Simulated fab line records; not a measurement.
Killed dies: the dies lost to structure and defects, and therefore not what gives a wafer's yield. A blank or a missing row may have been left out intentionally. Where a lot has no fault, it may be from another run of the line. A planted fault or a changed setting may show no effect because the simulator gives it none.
Which tool is to blame? + flow n5-finfet + 14 lots with 40 wafers sampled at 7 steps, on a route of 1938 steps

WHAT EACH GAUGE READ, for each wafer
N5_BEOL_M2_CD_MEAS_18: pitch 36 nm, target cd 18 nm. Usual: 18.1 nm for cd-nm, sd 0.42.
| lot  | measured     | on        | cd-nm (nm)     | flag |
|------|--------------|-----------|----------------|------|
| L165 | day 6 13:57  | cd-sem-02 | 18.3 17.9 18.2 |      |
| L167 | day 7 05:53  | cd-sem-02 | 18.5 18.1 18.5 |      |
| L168 | day 7 14:02  | cd-sem-01 | 18.0 18.4 17.8 |      |
| L169 | day 7 19:22  | cd-sem-02 | 18.1 18.2 18.3 |      |
| L171 | day 8 09:17  | cd-sem-01 | 18.4 17.7      |      |
| L177 | day 9 14:40  | cd-sem-03 | - - -          | OFF  |
| L180 | day 10 02:39 | cd-sem-02 | 17.7 17.8 17.5 |      |
| L178 | day 10 04:17 | cd-sem-01 | - - -          | OFF  |
| L181 | day 10 13:11 | cd-sem-03 | 17.7 18.1 18.2 |      |
| L182 | day 10 18:11 | cd-sem-03 | 17.9 17.9 18.3 |      |
| L184 | day 11 07:29 | cd-sem-01 | 18.4 17.9 17.7 |      |
| L185 | day 11 17:10 | cd-sem-03 | 18.7 17.9      |      |
| L186 | day 12 02:57 | cd-sem-01 | 18.2 18.3 18.4 |      |
| L187 | day 12 09:42 | cd-sem-03 | 17.7 18.7 17.5 |      |

N5_BEOL_M4_RC_MEAS_101. Usual: DIBL_N 36.3 mV/V, standard deviation 1.6; DIBL_P 36.2 mV/V, standard deviation 2.1; IOFF_N 0.16 nA/um, standard deviation 0.031; IOFF_P 0.21 nA/um, standard deviation 0.034; ION_N 673 uA/um, standard deviation 11; ION_P 461 uA/um, standard deviation 7.4; SS_N 71.6 mV/dec, standard deviation 0.55; SS_P 73.3 mV/dec, standard deviation 0.66; VT_N 251 mV, standard deviation 3.2; VT_P -251 mV, standard deviation 3.5.
| lot  | measured     | on        | DIBL_N (mV/V)  | DIBL_P (mV/V)  | IOFF_N (nA/um) | IOFF_P (nA/um) | ION_N (uA/um) | ION_P (uA/um) | SS_N (mV/dec)  | SS_P (mV/dec)  | VT_N (mV)   | VT_P (mV)      | flag |
|------|--------------|-----------|----------------|----------------|----------------|----------------|---------------|---------------|----------------|----------------|-------------|----------------|------|
| L165 | day 7 15:59  | prober-02 | 36.3 36.8 38.4 | 36.0 36.5 37.9 | 0.14 0.14 0.17 | 0.21 0.21 0.25 | 683 665 676   | 471 462 464   | 71.0 71.5 71.2 | 73.8 73.4 74.0 | 254 253 250 | -254 -253 -251 |      |
| L167 | day 8 12:02  | prober-01 | 37.1 34.0 35.2 | 37.1 33.1 35.2 | 0.18 0.12 0.15 | 0.21 0.16 0.18 | 673 648 679   | 458 447 456   | 72.1 71.8 72.0 | 74.2 72.7 73.1 | 248 254 250 | -250 -255 -254 |      |
| L168 | day 8 17:03  | prober-02 | 36.0 38.8 38.9 | 35.8 39.2 39.4 | 0.14 0.20 0.19 | 0.22 0.28 0.28 | 661 679 675   | 460 467 473   | 72.0 71.9 72.2 | 73.4 74.3 74.7 | 255 249 248 | -250 -244 -244 |      |
| L169 | day 8 20:27  | prober-01 | 34.0 35.5 32.7 | 34.1 35.7 32.4 | 0.12 0.15 0.11 | 0.20 0.21 0.18 | 665 666 669   | 465 461 468   | 70.5 70.8 70.6 | 73.1 73.2 72.9 | 253 251 256 | -249 -247 -252 |      |
| L171 | day 9 13:11  | prober-01 | 34.9 36.1      | 34.1 35.5      | 0.12 0.14      | 0.17 0.18      | 655 669       | 452 454       | 70.8 71.9      | 72.7 72.6      | 253 255     | -255 -254      |      |
| L180 | day 11 05:26 | prober-02 | 37.3 33.8 35.9 | 38.7 33.8 36.8 | 0.19 0.12 0.17 | 0.27 0.20 0.24 | 687 680 680   | 475 476 469   | 71.9 70.7 71.6 | 73.0 72.2 73.1 | 245 252 247 | -241 -248 -244 |      |
| L181 | day 11 13:49 | prober-02 | 36.2 38.6 35.8 | 33.6 36.5 33.4 | 0.13 0.18 0.13 | 0.19 0.23 0.19 | 663 679 653   | 451 464 456   | 71.1 71.7 71.4 | 72.5 73.8 73.3 | 253 252 253 | -255 -248 -254 |      |
| L182 | day 11 21:50 | prober-01 | 37.7 37.0 38.1 | 38.2 36.0 37.4 | 0.18 0.15 0.19 | 0.22 0.20 0.23 | 687 668 676   | 465 461 464   | 71.7 72.2 72.0 | 73.5 73.6 73.1 | 249 250 250 | -252 -255 -248 |      |
| L184 | day 12 09:29 | prober-01 | 36.9 33.8 36.6 | 37.1 33.7 37.1 | 0.16 0.11 0.16 | 0.18 0.13 0.17 | 670 662 682   | 454 446 459   | 71.6 70.9 71.5 | 73.1 72.7 73.2 | 251 256 249 | -258 -262 -258 |      |
| L185 | day 12 17:08 | prober-01 | 36.8 38.1      | 35.2 37.4      | 0.15 0.17      | 0.19 0.21      | 667 689       | 454 464       | 71.3 71.6      | 73.0 74.0      | 253 246     | -254 -253      |      |
| L186 | day 13 07:39 | prober-01 | 34.2 37.2 36.9 | 32.7 37.0 36.4 | 0.10 0.15 0.14 | 0.14 0.19 0.19 | 656 667 666   | 455 456 463   | 70.4 71.2 71.6 | 71.8 72.6 72.9 | 257 251 252 | -254 -253 -255 |      |
| L187 | day 13 10:01 | prober-01 | 37.9 39.1 39.1 | 38.5 41.1 41.7 | 0.19 0.23 0.25 | 0.23 0.28 0.29 | 687 697 708   | 466 472 478   | 71.7 73.3 72.5 | 74.6 74.0 74.3 | 248 245 243 | -249 -248 -248 |      |

EACH LOT AND THE TOOL THAT RAN IT (in order: tool; ch and the chambers of the sampled wafers; start)
| lot  | N5_BEOL_M1_ANNEAL_80         | N5_BEOL_M2_PECVD_72             | N5_BEOL_M2_ETCH_74                 | N5_BEOL_M2_ETCH_63                 | N5_BEOL_M2_ETCH_64                 |
|------|------------------------------|---------------------------------|------------------------------------|------------------------------------|------------------------------------|
| L165 | pvd-sputter-01, day 6 09:25  | pecvd-04 ch 0,1, day 6 12:25    | rie-diel-06 ch 0,3, day 6 13:33    | rie-diel-06 ch 0,3, day 6 13:34    | rie-diel-06 ch 0,3, day 6 13:36    |
| L167 | pvd-sputter-01, day 7 00:42  | pecvd-01 ch 1,2, day 7 03:22    | rie-diel-06 ch 0,2,3, day 7 05:29  | rie-diel-06 ch 0,2,3, day 7 05:31  | rie-diel-06 ch 0,2,3, day 7 05:32  |
| L168 | pvd-sputter-03, day 7 08:36  | pecvd-02 ch 0,2, day 7 11:18    | rie-diel-04 ch 0,1,3, day 7 13:38  | rie-diel-04 ch 0,1,3, day 7 13:40  | rie-diel-04 ch 0,1,3, day 7 13:41  |
| L169 | pvd-sputter-02, day 7 13:40  | pecvd-02 ch 0,1,2, day 7 16:23  | rie-diel-04 ch 0,1,3, day 7 18:53  | rie-diel-04 ch 0,1,3, day 7 18:53  | rie-diel-04 ch 0,1,3, day 7 18:55  |
| L171 | pvd-sputter-02, day 8 05:17  | pecvd-01 ch 1,2, day 8 07:59    | rie-diel-04 ch 0,2, day 8 08:52    | rie-diel-04 ch 0,2, day 8 08:53    | rie-diel-04 ch 0,2, day 8 08:55    |
| L177 | pvd-sputter-03, day 9 09:45  | pecvd-01 ch 0,1,2, day 9 12:41  | rie-diel-06 ch 1,2,3, day 9 14:16  | rie-diel-06 ch 1,2,3, day 9 14:16  | rie-diel-06 ch 1,2,3, day 9 14:18  |
| L180 | pvd-sputter-03, day 9 20:58  | pecvd-01 ch 1,2, day 9 23:41    | rie-diel-04 ch 1,3, day 10 02:07   | rie-diel-04 ch 1,3, day 10 02:07   | rie-diel-04 ch 1,3, day 10 02:09   |
| L178 | pvd-sputter-02, day 9 23:53  | pecvd-02 ch 0,1, day 10 02:52   | rie-diel-06 ch 0,1, day 10 03:53   | rie-diel-06 ch 0,1, day 10 03:55   | rie-diel-06 ch 0,1, day 10 03:56   |
| L181 | pvd-sputter-02, day 10 07:22 | pecvd-01 ch 0,1, day 10 10:12   | rie-diel-02 ch 0,2,3, day 10 12:47 | rie-diel-02 ch 0,2,3, day 10 12:48 | rie-diel-02 ch 0,2,3, day 10 12:50 |
| L182 | pvd-sputter-03, day 10 13:46 | pecvd-01 ch 0,1,2, day 10 16:29 | rie-diel-02 ch 0,1, day 10 17:36   | rie-diel-02 ch 0,1, day 10 17:37   | rie-diel-02 ch 0,1, day 10 17:39   |
| L184 | pvd-sputter-02, day 11 03:23 | pecvd-01 ch 0,2, day 11 06:05   | rie-diel-02 ch 1,2, day 11 07:04   | rie-diel-02 ch 1,2, day 11 07:05   | rie-diel-02 ch 1,2, day 11 07:07   |
| L185 | pvd-sputter-01, day 11 10:49 | pecvd-01 ch 1,2, day 11 13:32   | rie-diel-02 ch 0,1, day 11 16:46   | rie-diel-02 ch 0,1, day 11 16:47   | rie-diel-02 ch 0,1, day 11 16:48   |
| L186 | pvd-sputter-01, day 11 18:28 | pecvd-02 ch 1,2, day 11 21:11   | rie-diel-06 ch 0,2,3, day 12 02:33 | rie-diel-06 ch 0,2,3, day 12 02:34 | rie-diel-06 ch 0,2,3, day 12 02:36 |
| L187 | pvd-sputter-01, day 12 04:34 | pecvd-01 ch 2, day 12 07:23     | rie-diel-02 ch 0,1, day 12 09:11   | rie-diel-02 ch 0,1, day 12 09:13   | rie-diel-02 ch 0,1, day 12 09:14   |
- N5_BEOL_M1_ANNEAL_80: time 240 s.
- N5_BEOL_M2_PECVD_72: deposits SiO2 from TEOS/O2, target thk 16 nm, time 18 s.
- N5_BEOL_M2_ETCH_74: etches underlayer in N2/H2, target depth 6.5 nm, time 5.2 s.
- N5_BEOL_M2_ETCH_63: etches SiARC in CF4, target depth 15.6 nm, time 26 s.
- N5_BEOL_M2_ETCH_64: etches SOC in N2/H2, target depth 75 nm, overetch 22.5 nm, time 121.9 s.

AS READ BY THE TOOLS THEMSELVES (means over the sampled wafers that have a number; for cases with no such wafer, the mark the record gives instead)
N5_BEOL_M1_ANNEAL_80. Usual: 824 W for heater-power-w, sd 62.
| lot  | tool           | heater-power-w (W) | flag |
|------|----------------|--------------------|------|
| L165 | pvd-sputter-01 | 818                |      |
| L167 | pvd-sputter-01 | 836                |      |
| L168 | pvd-sputter-03 | 812                |      |
| L169 | pvd-sputter-02 | 792                |      |
| L171 | pvd-sputter-02 | 870                |      |
| L177 | pvd-sputter-03 | 843                |      |
| L180 | pvd-sputter-03 | 860                |      |
| L178 | pvd-sputter-02 | 812                |      |
| L181 | pvd-sputter-02 | 768                |      |
| L182 | pvd-sputter-03 | 787                |      |
| L184 | pvd-sputter-02 | 820                |      |
| L185 | pvd-sputter-01 | 818                |      |
| L186 | pvd-sputter-01 | 792                |      |
| L187 | pvd-sputter-01 | 851                |      |

N5_BEOL_M2_PECVD_72. Usual: heater-power-w 721 W, standard deviation 100; showerhead-plenum-p-Torr 8.76 Torr, standard deviation 0.051; throttle-valve-pct 22.7 %, standard deviation 1.8.
| lot  | tool     | heater-power-w (W) | showerhead-plenum-p-Torr (Torr) | throttle-valve-pct (%) | flag |
|------|----------|--------------------|---------------------------------|------------------------|------|
| L165 | pecvd-04 | 708                | 8.68                            | 23.6                   |      |
| L167 | pecvd-01 | 586                | 8.77                            | 22.1                   |      |
| L168 | pecvd-02 | 614                | 8.75                            | 22.5                   |      |
| L169 | pecvd-02 | 792                | 8.78                            | 22.8                   |      |
| L171 | pecvd-01 | 640                | 8.75                            | 22.8                   |      |
| L177 | pecvd-01 | 746                | 8.77                            | 22.5                   |      |
| L180 | pecvd-01 | 640                | 8.75                            | 23.3                   |      |
| L178 | pecvd-02 | 822                | 8.74                            | 22.7                   |      |
| L181 | pecvd-01 | 761                | 8.75                            | 23.9                   |      |
| L182 | pecvd-01 | 687                | 8.76                            | 22.5                   |      |
| L184 | pecvd-01 | 648                | 8.77                            | 21.2                   |      |
| L185 | pecvd-01 | 669                | 8.75                            | 22.4                   |      |
| L186 | pecvd-02 | 784                | 8.81                            | 22.4                   |      |
| L187 | pecvd-01 | 554                | 8.77                            | 20.4                   |      |

N5_BEOL_M2_ETCH_74. Usual: bias-w 150.0 W, standard deviation 0.49; chamber-pressure-mTorr 30.01 mTorr, standard deviation 0.041; drypump-motor-current-A 5.7 A, standard deviation 0.39; etch-rf-on-time-s 5.17 s, standard deviation 0.13; oes-product-au 0.66 a.u., standard deviation 0.072; rf-vpp-V 523.7 V, standard deviation 2.4; showerhead-plenum-p-Torr 2.53 Torr, standard deviation 0.081; throttle-valve-pct 18.00 %, standard deviation 0.2.
| lot  | tool        | bias-w (W) | chamber-pressure-mTorr (mTorr) | drypump-motor-current-A (A) | etch-rf-on-time-s (s) | oes-product-au (a.u.) | rf-vpp-V (V) | showerhead-plenum-p-Torr (Torr) | throttle-valve-pct (%) | flag |
|------|-------------|------------|--------------------------------|-----------------------------|-----------------------|-----------------------|--------------|---------------------------------|------------------------|------|
| L165 | rie-diel-06 | 149.5      | 29.99                          | 5.9                         | 5.26                  | 0.59                  | 523.8        | 2.53                            | 18.26                  |      |
| L167 | rie-diel-06 | 150.0      | 30.03                          | 5.8                         | 5.14                  | 0.60                  | 523.3        | 2.50                            | 18.17                  |      |
| L168 | rie-diel-04 | 150.1      | 30.02                          | 5.7                         | 5.15                  | 0.69                  | 522.7        | 2.52                            | 17.91                  |      |
| L169 | rie-diel-04 | 149.9      | 29.97                          | 5.8                         | 5.18                  | 0.69                  | 523.7        | 2.52                            | 17.89                  |      |
| L171 | rie-diel-04 | 150.1      | 29.97                          | 6.2                         | 5.25                  | 0.65                  | 521.8        | 2.44                            | 17.77                  |      |
| L177 | rie-diel-06 | 149.3      | 29.99                          | 5.8                         | 5.33                  | 0.60                  | 523.0        | 2.50                            | 18.23                  |      |
| L180 | rie-diel-04 | 149.5      | 30.00                          | 5.6                         | 5.16                  | 0.66                  | 523.8        | 2.53                            | 18.08                  |      |
| L178 | rie-diel-06 | 150.3      | 30.00                          | 6.1                         | 5.12                  | 0.70                  | 525.1        | 2.58                            | 17.92                  |      |
| L181 | rie-diel-02 | 149.6      | 30.03                          | 5.4                         | 5.15                  | 0.68                  | 525.3        | 2.59                            | 17.95                  |      |
| L182 | rie-diel-02 | 150.4      | 29.99                          | 5.5                         | 5.14                  | 0.64                  | 523.9        | 2.61                            | 18.12                  |      |
| L184 | rie-diel-02 | 150.0      | 30.02                          | 5.2                         | 5.24                  | 0.60                  | 525.0        | 2.54                            | 18.03                  |      |
| L185 | rie-diel-02 | 149.9      | 29.98                          | 5.4                         | 5.13                  | 0.66                  | 526.3        | 2.60                            | 18.14                  |      |
| L186 | rie-diel-06 | 149.8      | 30.03                          | 5.8                         | 5.11                  | 0.74                  | 521.7        | 2.49                            | 17.92                  |      |
| L187 | rie-diel-02 | 149.9      | 29.99                          | 5.4                         | 5.21                  | 0.67                  | 525.2        | 2.59                            | 18.13                  |      |

N5_BEOL_M2_ETCH_63. Usual: bias-w 36.00 W, standard deviation 0.11; cf4-flow-sccm 100.04 sccm, standard deviation 0.29; drypump-motor-current-A 5.7 A, standard deviation 0.39; etch-rf-on-time-s 25.9 s, standard deviation 0.61; oes-product-au 0.66 a.u., standard deviation 0.073; rf-vpp-V 183.9 V, standard deviation 1.1; showerhead-plenum-p-Torr 2.14 Torr, standard deviation 0.063; throttle-valve-pct 15.79 %, standard deviation 0.22.
| lot  | tool        | bias-w (W) | cf4-flow-sccm (sccm) | drypump-motor-current-A (A) | etch-rf-on-time-s (s) | oes-product-au (a.u.) | rf-vpp-V (V) | showerhead-plenum-p-Torr (Torr) | throttle-valve-pct (%) | flag |
|------|-------------|------------|----------------------|-----------------------------|-----------------------|-----------------------|--------------|---------------------------------|------------------------|------|
| L165 | rie-diel-06 | 36.14      | 99.72                | 5.9                         | 26.2                  | 0.59                  | 184.4        | 2.13                            | 16.05                  |      |
| L167 | rie-diel-06 | 35.96      | 100.01               | 5.7                         | 26.0                  | 0.60                  | 183.6        | 2.11                            | 15.94                  |      |
| L168 | rie-diel-04 | 35.94      | 100.37               | 5.8                         | 26.1                  | 0.68                  | 183.0        | 2.13                            | 15.71                  |      |
| L169 | rie-diel-04 | 35.97      | 99.84                | 5.7                         | 25.7                  | 0.69                  | 183.2        | 2.13                            | 15.72                  |      |
| L171 | rie-diel-04 | 35.92      | 100.34               | 6.2                         | 26.1                  | 0.65                  | 182.2        | 2.06                            | 15.62                  |      |
| L177 | rie-diel-06 | -          | -                    | -                           | -                     | -                     | -            | -                               | -                      | OFF  |
| L180 | rie-diel-04 | 35.99      | 100.07               | 5.6                         | 25.7                  | 0.66                  | 184.3        | 2.15                            | 15.88                  |      |
| L178 | rie-diel-06 | -          | -                    | -                           | -                     | -                     | -            | -                               | -                      | OFF  |
| L181 | rie-diel-02 | 35.94      | 100.15               | 5.4                         | 26.1                  | 0.67                  | 184.7        | 2.19                            | 15.72                  |      |
| L182 | rie-diel-02 | 35.96      | 100.23               | 5.4                         | 25.9                  | 0.64                  | 184.4        | 2.20                            | 15.93                  |      |
| L184 | rie-diel-02 | 35.97      | 99.57                | 5.2                         | 25.7                  | 0.60                  | 184.2        | 2.16                            | 15.90                  |      |
| L185 | rie-diel-02 | 36.00      | 99.56                | 5.4                         | 25.4                  | 0.66                  | 185.0        | 2.20                            | 15.92                  |      |
| L186 | rie-diel-06 | 35.97      | 100.01               | 5.7                         | 25.3                  | 0.74                  | 183.4        | 2.09                            | 15.66                  |      |
| L187 | rie-diel-02 | 36.01      | 99.80                | 5.4                         | 25.8                  | 0.67                  | 184.2        | 2.19                            | 15.91                  |      |

N5_BEOL_M2_ETCH_64. Usual: bias-w 150.0 W, standard deviation 0.38; chamber-pressure-mTorr 30.00 mTorr, standard deviation 0.031; drypump-motor-current-A 5.7 A, standard deviation 0.39; oes-product-au 0.58 a.u., standard deviation 0.058; rf-vpp-V 523.6 V, standard deviation 2.3; showerhead-plenum-p-Torr 2.53 Torr, standard deviation 0.081; temp-c 39.99 C, standard deviation 0.11; throttle-valve-pct 17.95 %, standard deviation 0.2.
| lot  | tool        | bias-w (W) | chamber-pressure-mTorr (mTorr) | drypump-motor-current-A (A) | oes-product-au (a.u.) | rf-vpp-V (V) | showerhead-plenum-p-Torr (Torr) | temp-c (C) | throttle-valve-pct (%) | flag |
|------|-------------|------------|--------------------------------|-----------------------------|-----------------------|--------------|---------------------------------|------------|------------------------|------|
| L165 | rie-diel-06 | 149.9      | 30.00                          | 6.0                         | 0.53                  | 523.6        | 2.54                            | 39.78      | 18.23                  |      |
| L167 | rie-diel-06 | 150.3      | 30.03                          | 5.7                         | 0.53                  | 523.4        | 2.50                            | 39.97      | 18.11                  |      |
| L168 | rie-diel-04 | 150.1      | 30.04                          | 5.7                         | 0.61                  | 523.0        | 2.52                            | 39.95      | 17.86                  |      |
| L169 | rie-diel-04 | 149.9      | 30.03                          | 5.7                         | 0.61                  | 523.1        | 2.51                            | 39.99      | 17.85                  |      |
| L171 | rie-diel-04 | 149.9      | 30.01                          | 6.3                         | 0.58                  | 520.0        | 2.44                            | 39.99      | 17.75                  |      |
| L177 | rie-diel-06 | 149.8      | 29.98                          | 5.8                         | 0.26                  | 523.9        | 2.50                            | 39.97      | 18.16                  | OFF  |
| L180 | rie-diel-04 | 149.8      | 29.98                          | 5.6                         | 0.58                  | 523.1        | 2.53                            | 39.92      | 18.04                  |      |
| L178 | rie-diel-06 | 150.2      | 30.01                          | 6.0                         | 0.30                  | 525.7        | 2.58                            | 40.00      | 17.84                  | OFF  |
| L181 | rie-diel-02 | 149.9      | 30.02                          | 5.4                         | 0.60                  | 525.3        | 2.59                            | 40.01      | 17.91                  |      |
| L182 | rie-diel-02 | 149.9      | 30.00                          | 5.4                         | 0.57                  | 524.6        | 2.61                            | 39.86      | 18.08                  |      |
| L184 | rie-diel-02 | 149.9      | 29.98                          | 5.2                         | 0.54                  | 523.6        | 2.54                            | 40.05      | 17.98                  |      |
| L185 | rie-diel-02 | 149.9      | 29.98                          | 5.4                         | 0.57                  | 526.0        | 2.60                            | 40.12      | 18.07                  |      |
| L186 | rie-diel-06 | 150.2      | 30.02                          | 5.7                         | 0.65                  | 522.5        | 2.49                            | 40.04      | 17.85                  |      |
| L187 | rie-diel-02 | 149.8      | 30.02                          | 5.4                         | 0.59                  | 524.6        | 2.59                            | 39.96      | 18.09                  |      |

THE ANSWER, worked out from the rows above alone
Rule: a lot counts as off when the mean over its wafers that have a number is more than 3 standard deviations away from the usual mean. A lot without any number at a reading at which 4 lots or more have one is off too. Any other lot the step has rows for is counted as sound. First the gauges in route order, then the tools' own readings, where a lot's mean is used as printed above. The first step at which some lot is off is used, and at that step the reading that is off furthest; a lot without a number counts as furthest.
Off: L177, L178 (N5_BEOL_M2_CD_MEAS_18, cd-nm). Without a number there: L177, L178.
A tool fits if, at a process step before that reading, it ran every lot that is off, and no sound lot after the first of them. The gauges at N5_BEOL_M2_CD_MEAS_18 aren't tried: what is off there is off at N5_BEOL_M2_ETCH_63 too, on other tools, and a gauge's error can't cause that. Of those tried, none fits.

WHAT WAS PUT IN BY THE SIMULATOR
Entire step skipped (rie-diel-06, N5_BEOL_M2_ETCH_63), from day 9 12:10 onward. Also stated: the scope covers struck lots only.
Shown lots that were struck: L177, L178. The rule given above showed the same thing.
